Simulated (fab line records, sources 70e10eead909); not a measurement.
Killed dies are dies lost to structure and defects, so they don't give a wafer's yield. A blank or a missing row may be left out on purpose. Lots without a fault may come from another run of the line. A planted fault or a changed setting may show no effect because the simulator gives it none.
Chamber matching | flow nand_harc | NHARC_THIN_TSV_CMP_01 on cmp-04: 4 sister chambers
The step polishes. 18 wafers are shown with their chamber, then 9 later ones without.

WAFERS WITH THEIR CHAMBER
wafer  | chamber | motor_current_A (A) | retaining_ring_pressure_frac | pad_life_wafers
L075.3 | 2       | 13.6                | 1.001                        | 84
L075.4 | 0       | 9.3                 | 0.997                        | 86
L074.1 | 1       | 10.3                | 0.990                        | 90
L074.4 | 3       | 10.6                | 0.998                        | 92
L077.2 | 3       | 10.6                | 0.991                        | 264
L077.3 | 0       | 9.9                 | 1.001                        | 265
L077.4 | 1       | 10.4                | 0.997                        | 266
L085.1 | 0       | 9.8                 | 1.006                        | 92
L085.3 | 1       | 10.6                | 0.997                        | 93
L085.4 | 2       | 14.0                | 0.994                        | 90
L086.1 | 1       | 10.8                | 1.000                        | 198
L086.3 | 0       | 10.3                | 0.991                        | 201
L086.4 | 3       | 10.6                | 0.996                        | 200
L087.1 | 3       | 10.6                | 0.999                        | 303
L087.2 | 2       | 13.5                | 0.994                        | 302
L087.4 | 0       | 9.7                 | 0.994                        | 300
L090.1 | 2       | 13.7                | 1.000                        | 348
L090.3 | 0       | 9.9                 | 1.009                        | 350

SIGNATURES (means of the wafers above)
reading                      | chamber 0 | chamber 1 | chamber 2 | chamber 3 | scatter within a chamber
motor_current_A              | 9.817     | 10.525    | 13.700    | 10.600    | 0.241
retaining_ring_pressure_frac | 0.99967   | 0.99600   | 0.99725   | 0.99600   | 0.0052
pad_life_wafers              | 215.67    | 161.75    | 206.00    | 214.75    | 109
Rule: a wafer's distance from a chamber is the root of the sum, over the readings, of the square of ((its reading less the chamber's mean) divided by the reading's scatter). The wafer belongs to the nearest chamber; if the next one is less than 2 further off, it can't be placed. The scatter: the root of (the sum of the squares of (reading less its chamber's mean) over the shown wafers, divided by (wafers less chambers)).

WAFERS WITHOUT THEIR CHAMBER
wafer  | motor_current_A (A) | retaining_ring_pressure_frac | pad_life_wafers
L091.1 | 10.3                | 1.001                        | 24
L091.3 | 10.3                | 1.003                        | 25
L092.1 | 9.8                 | 1.003                        | 85
L092.2 | 13.8                | 1.007                        | 87
L092.3 | 10.1                | 1.008                        | 86
L093.1 | 10.3                | 1.001                        | 90
L093.4 | 14.1                | 1.000                        | 92
L095.1 | 9.9                 | 1.002                        | 121
L095.3 | 14.4                | 1.004                        | 123

WHICH CHAMBER EACH WENT THROUGH
wafer  | from the rows above          | in truth
L091.1 | can't be placed: 1 or 3 or 0 | 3
L091.3 | can't be placed: 1 or 3 or 0 | 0
L092.1 | 0                            | 0
L092.2 | 2                            | 2
L092.3 | can't be placed: 0 or 1 or 3 | 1
L093.1 | can't be placed: 1 or 3 or 0 | 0
L093.4 | 2                            | 2
L095.1 | can't be placed: 0 or 1      | 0
L095.3 | 2                            | 2
Placed correctly: 4 of 9. Can't be placed from these rows: 5 (the true chamber is among the candidates in 5). Placed wrongly: 0.
